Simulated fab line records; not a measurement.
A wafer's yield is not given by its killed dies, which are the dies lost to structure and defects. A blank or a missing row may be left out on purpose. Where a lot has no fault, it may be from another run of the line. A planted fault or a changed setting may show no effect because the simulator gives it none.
Split-lot trial ; flow n5Finfet ; 39 wafers read from 7 lots, route of 1938 steps

## THE SPLIT ITSELF
At N5_MOL_CONTACT_COAG_ETCH_47 (etches SiNx in CH3F/O2, stops on W, target depth 27 nm), the setting sourceW was moved away from the recipe's 395 W on 15 of the 39 wafers read, by -9.6% to +15.2%. The other wafers ran this setting at the recipe's value.

The reading is taken at the split's own step.

## THE READING
rfVppV, in V, at N5_MOL_CONTACT_COAG_ETCH_47 (etches SiNx in CH3F/O2, stops on W, target depth 27 nm). Typical for fault-free wafers on this fab line: 302 V, with standard deviation 5.4 V.

wafer;tool, chamber at the split;sourceW as run, W;against the recipe;rfVppV, V;against lot-mates on the recipe
L078.1;rieDiel-03, 3;395;recipe;307;-
L078.2;rieDiel-03, 0;395;recipe;300;-
L078.3;rieDiel-03, 1;395;recipe;306;-
L078.4;rieDiel-03, 2;395;recipe;299;-
L078.5;rieDiel-03, 3;395;recipe;307;-
L078.6;rieDiel-03, 2;395;recipe;301;-
L079.1;rieDiel-03, 1;395;recipe;307;-
L079.2;rieDiel-03, 0;455;+15.2%;281;-25
L079.3;rieDiel-03, 2;395;recipe;301;-
L079.4;rieDiel-03, 3;455;+15.2%;287;-19
L079.5;rieDiel-03, 2;455;+15.2%;281;-25
L079.6;rieDiel-03, 3;395;recipe;309;-
L084.1;rieDiel-03, 3;440.1;+11.4%;293;-11
L084.2;rieDiel-03, 1;440.1;+11.4%;291;-13
L084.3;rieDiel-03, 2;395;recipe;302;-
L084.4;rieDiel-03, 2;395;recipe;302;-
L084.5;rieDiel-03, 1;395;recipe;307;-
L084.6;rieDiel-03, 3;440.1;+11.4%;294;-10
L085.1;rieDiel-05, 2;395;recipe;305;-
L085.2;rieDiel-05, 3;395;recipe;302;-
L085.3;rieDiel-05, 1;395;recipe;292;-
L085.4;rieDiel-05, 0;446.6;+13.1%;274;-26
L085.5;rieDiel-05, 2;446.6;+13.1%;288;-12
L085.6;rieDiel-05, 1;446.6;+13.1%;276;-24
L088.1;rieDiel-01, 2;357.2;-9.6%;322;+26
L088.2;rieDiel-01, 1;395;recipe;295;-
L088.3;rieDiel-01, 3;357.2;-9.6%;319;+23
L088.4;rieDiel-01, 0;357.2;-9.6%;314;+18
L088.5;rieDiel-01, 1;395;recipe;295;-
L088.6;rieDiel-01, 0;395;recipe;299;-
L089.1;rieDiel-01, 0;395;recipe;299;-
L089.3;rieDiel-01, 1;395;recipe;294;-
L089.6;rieDiel-01, 1;395;recipe;292;-
L097.1;rieDiel-05, 0;435.7;+10.3%;279;-24
L097.2;rieDiel-05, 1;435.7;+10.3%;279;-24
L097.3;rieDiel-05, 2;395;recipe;303;-
L097.4;rieDiel-05, 3;395;recipe;303;-
L097.5;rieDiel-05, 2;435.7;+10.3%;292;-11
L097.6;rieDiel-05, 3;395;recipe;303;-

FIT RESULTS
A straight line over all 39 wafers: rfVppV changes by -1.42 V for each +1% of sourceW; r = -0.87; the points scatter about the line by 5.6 V.
The same after taking each lot's own level away (the mean of its wafers on the recipe; 39 wafers): -1.64 V for each +1%; r = -0.92; scatter 4.7 V.
According to that fit, moving sourceW by its largest amount changes the reading by 25 V.
Measured against the standard deviation above, the lots' own levels, which go from 295.0 to 305.7 V, span 2.0 times it.
So the lot-to-lot level changes the slope: the two fits differ.
Check: for one of the wafers moved furthest among these (+15.2%), held out of the fit, the line's prediction against its lot-mates is -23.6 V. It came out at -24.7 V against them.
Tool readings at the split's step, against how far the setting was moved: rfVppV r = -0.87.

## THESE WAFERS: OTHER SPLITS
Before the reading, these wafers also passed through other splits. Each is held against what the fit with the lots' levels taken away leaves over:
other split on the same wafers;wafers away from the commonest value;r with rfVppV (lot level and that fit taken away)
N5_DUMMY_GATE_ETCH_32 timeS;15;+0.10
N5_GATE_CUT_ETCH_58 timeS;12;-0.01
N5_MOL_CONTACT_COAG_EXPOSE_05 doseMj;15;-0.13

## FILE'S OWN FIT
rfVppV changes by -1.57 V for each +1% of sourceW, r = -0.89.
